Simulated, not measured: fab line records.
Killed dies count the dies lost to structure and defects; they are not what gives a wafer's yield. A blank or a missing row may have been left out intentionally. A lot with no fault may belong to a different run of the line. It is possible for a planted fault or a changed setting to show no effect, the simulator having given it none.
Chamber matching    flow n5_finfet    rie_diel-01 running N5_BEOL_M8_ETCH_72: 4 sister chambers
The step etches underlayer in N2/H2, target depth 6.5 nm, time 5.2 s. 14 wafers are shown with their chamber, then 7 later ones without.

## WAFERS PAIRED WITH THEIR CHAMBERS
wafer   chamber  drypump_motor_current_A (A)  showerhead_plenum_p_Torr (Torr)  throttle_valve_pct (%)
L075.3  2        5.1                          2.54                             18.4
L075.5  1        5.8                          2.68                             17.8
L075.6  2        5.1                          2.54                             18.3
L078.1  0        6.2                          2.58                             17.4
L078.3  1        5.8                          2.68                             17.8
L078.6  2        5.1                          2.54                             18.3
L083.2  0        6.2                          2.58                             17.5
L083.5  0        6.2                          2.58                             17.5
L083.6  1        5.8                          2.68                             17.8
L088.1  3        5.1                          2.39                             17.8
L088.2  1        5.8                          2.67                             17.9
L088.6  0        6.3                          2.57                             17.5
L089.1  0        6.2                          2.57                             17.5
L089.2  1        5.8                          2.67                             17.9

SIGNATURES (averages over the wafers above)
reading                   chamber 0  chamber 1  chamber 2  chamber 3  scatter within a chamber
drypump_motor_current_A   6.220      5.800      5.100      5.100      0.0283
showerhead_plenum_p_Torr  2.5760     2.6760     2.5400     2.3900     0.0049
throttle_valve_pct        17.480     17.840     18.333     17.800     0.0516
Rule: a wafer's distance from a chamber is the root of the sum, over the readings, of the square of ((its reading less the chamber's mean) divided by the reading's scatter). If the next closest chamber is less than 2 further off than the closest, the wafer can't be placed; otherwise it belongs to the closest. The scatter: the root of (the sum of the squares of (reading less its chamber's mean) over the shown wafers, divided by (wafers less chambers)).

## WAFERS WITH NO CHAMBER GIVEN
wafer   drypump_motor_current_A (A)  showerhead_plenum_p_Torr (Torr)  throttle_valve_pct (%)
L089.6  5.1                          2.39                             17.9
L091.1  5.0                          2.39                             17.9
L091.4  6.3                          2.57                             17.5
L091.5  6.3                          2.57                             17.5
L097.1  6.3                          2.56                             17.5
L097.4  5.8                          2.66                             17.9
L097.6  6.3                          2.56                             17.5

## WHICH CHAMBER EACH WENT THROUGH
wafer   from the rows above  in truth
L089.6  3                    3
L091.1  3                    3
L091.4  0                    0
L091.5  0                    0
L097.1  0                    0
L097.4  1                    1
L097.6  0                    0
Correct placement for 7 of the 7. From these rows, 0 cannot be placed. Number placed wrongly: 0.
